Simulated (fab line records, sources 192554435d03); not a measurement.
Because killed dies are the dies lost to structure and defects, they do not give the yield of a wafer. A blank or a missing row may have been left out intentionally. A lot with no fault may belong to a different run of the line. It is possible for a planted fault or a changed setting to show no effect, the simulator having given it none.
Matching of chambers	flow n5_finfet	4 sister chambers for N5_DUMMY_GATE_ALD_02 on ald_sin-04
The step deposits SiO2, target thk 2 nm, pulse time 1 s. 4 wafers are shown with their chamber, then 12 later ones without.

== WAFERS WITH THEIR CHAMBER ==
wafer	chamber	heater_power_w (W)
L087.3	3	441
L087.4	2	525
L088.1	1	517
L088.5	0	452

== WAFERS WITHOUT THEIR CHAMBER ==
wafer	heater_power_w (W)
L089.1	543
L089.2	460
L089.6	556
L090.3	541
L090.4	511
L090.5	501
L092.1	467
L092.2	442
L092.5	466
L095.1	540
L095.3	506
L095.6	533

== EACH ONE'S CHAMBER ==
wafer	from the rows above	in truth
L089.1	can't be placed: 2 or 1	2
L089.2	can't be placed: 0 or 3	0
L089.6	can't be placed: 2 or 1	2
L090.3	can't be placed: 2 or 1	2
L090.4	can't be placed: 1 or 2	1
L090.5	can't be placed: 1 or 2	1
L092.1	can't be placed: 0 or 3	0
L092.2	can't be placed: 3 or 0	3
L092.5	can't be placed: 0 or 3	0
L095.1	can't be placed: 2 or 1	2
L095.3	can't be placed: 1 or 2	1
L095.6	can't be placed: 2 or 1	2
0 of 12 placed correctly. Cannot be placed on the basis of these rows: 12; the candidates contain the true chamber in 12. 0 placed wrongly.
How it was worked out, from the rows above alone: a wafer's distance from a chamber is the root of the sum, over the readings, of the square of ((its reading less the chamber's mean) divided by the reading's scatter). If the next closest chamber is less than 2 further off than the closest, the wafer can't be placed; otherwise it belongs to the closest. Each chamber's mean is taken over the wafers shown for it. The scatter (one wafer shown for each chamber): square how far every hidden wafer sits from the nearest shown wafer, average those squares and take the square root.
